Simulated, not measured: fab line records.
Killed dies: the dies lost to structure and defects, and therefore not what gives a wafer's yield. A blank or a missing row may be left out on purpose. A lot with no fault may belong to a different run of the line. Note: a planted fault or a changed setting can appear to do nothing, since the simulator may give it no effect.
Struck lot and sound lot, side by side || flow n5-finfet || 16 out of 1938 route steps
Sound: wafers L456.3, L456.5, L456.6. Struck: wafer L462.2 (left out: L462.6, a lot-mate that was not struck); the cause follows at the end.
At each step with rows: each side's tool, then ch and its chambers, then its first start. Under that, the readings that differ: sound wafers || struck wafers || difference of the means || sigmas: that difference in standard deviations of wafers without a fault.
alike: a reading whose means differ by less than 2 such deviations, as well as words and numbers matching on both sides. not compared: withheld readings; readings where some wafer has no value; bounds like >300 that might hide an equal value; numbers whose values overlap and for which the record gives no deviation.
The two part at a step that has a row with sigmas, a row that says differs or no value, or rows on one side only. When numbers do not overlap yet have no deviation, they are printed without sigmas and do not part them. A reading missing from all wafers of one side parts the sides only when that side holds two or more wafers.

first, 2 steps without rows for these wafers: N5_STI_FIN_REVEAL_DENSIFY_02 (time 1800 s); N5_STI_FIN_REVEAL_CMP_04 (polishes, stops on Si3N4, t overpolish 4 s, target thk 131.83 nm).
N5_STI_FIN_REVEAL_THK_MEAS_05:
  sound on film-metro-02, day 3 12:20; struck on film-metro-02, day 4 16:43
  alike: thk-nm
N5_STI_FIN_REVEAL_DENSIFY_30:
  sound on rtp-anneal-02 ch 0, day 3 12:25; struck on rtp-anneal-02 ch 0, day 4 16:53
  alike: lamp-power-pct, lamp_zone_5_pct, lamp_zone_7_pct
  not compared: wafer_temp_C_max
N5_STI_FIN_REVEAL_ETCHBACK_08: etches SiO2 in C4F6/O2, target depth 30.5 nm, time 10.167 s.
  sound on rie-diel-05 ch 1,2,3, day 3 12:35; struck on rie-diel-01 ch 2, day 4 17:04
  alike: drypump-motor-current-A, oes-product-au, rf-vpp-V, showerhead-plenum-p-Torr, throttle-valve-pct
  not compared: rf-hours-counter-h
N5_STI_FIN_REVEAL_STRIP_24: strips in N2/H2, time 90 s.
  sound on rie-diel-05 ch 1,2,3, day 3 12:37; struck on rie-diel-01 ch 2, day 4 17:06
  alike: drypump-motor-current-A, n2-flow-sccm, oes-product-au, rf-vpp-V, showerhead-plenum-p-Torr, throttle-valve-pct
  not compared: rf-hours-counter-h
then, 4 steps without rows for these wafers: N5_STI_FIN_REVEAL_PRECLEAN_25 (cleans in SPM, time 90 s); N5_STI_FIN_REVEAL_PRECLEAN_26 (cleans in SC1, time 45 s); N5_STI_FIN_REVEAL_PRECLEAN_29 (cleans in DHF, time 30 s); N5_STI_FIN_REVEAL_SRD_12 (time 30 s).
N5_STI_FIN_REVEAL_RECESS_09: chemistry HF/NH3, target SiO2, afs cycles 11, target depth 42.5 nm, sublimation time 60 s.
  sound on vapor-etch-02 ch 0,1, day 3 13:22; struck on vapor-etch-02 ch 0, day 4 17:19
  alike: drypump-motor-current-A
then, 1 step without rows for these wafers: N5_STI_FIN_REVEAL_STRIP_16 (strips SiNx in H3PO4, target depth 23.8 nm).
N5_STI_FIN_REVEAL_PRECLEAN_17: cleans in NF3:NH3, afs cycles 1, time 20 s, sublimation time 60 s.
  sound on remote-plasma-01 ch 0, day 3 14:46; struck on remote-plasma-01 ch 1, day 4 19:14
{"reading": "time-s (s)", "sound": "20 20 20", "struck": 14.297, "difference": -5.703, "sigmas": ""}
  alike: rf-power-w
N5_STI_FIN_REVEAL_ETCH_34: etches Si in H2, material Si, target depth 0.97 nm.
  sound on rie-si-01 ch 0,3, day 3 14:55; struck on rie-si-06 ch 0, day 4 19:25
  alike: drypump-motor-current-A, he-backside-leak-sccm, oes-product-au, throttle-valve-pct
  not compared: rf-hours-counter-h
-- a jump in the record: the struck wafers' starts before and after are 5 days apart (it breaks off in module STI_FIN_REVEAL and resumes in module BEOL_M4, where the first step shown is number 1111 of the route) --
N5_BEOL_M4_RC_MEAS_101:
  sound on prober-02 ch 0, day 9 05:07; struck on prober-02 ch 0, day 10 05:10
  alike: DIBL_N, DIBL_P, IOFF_N, IOFF_P, ION_N, ION_P, SS_N, SS_P, VT_N, VT_P
following that, these wafers have no rows for 1 step: N5_PASSIVATION_PROBE_49.

WHERE THEY PART
Nowhere in this record.

WHY: whatever the simulator had introduced
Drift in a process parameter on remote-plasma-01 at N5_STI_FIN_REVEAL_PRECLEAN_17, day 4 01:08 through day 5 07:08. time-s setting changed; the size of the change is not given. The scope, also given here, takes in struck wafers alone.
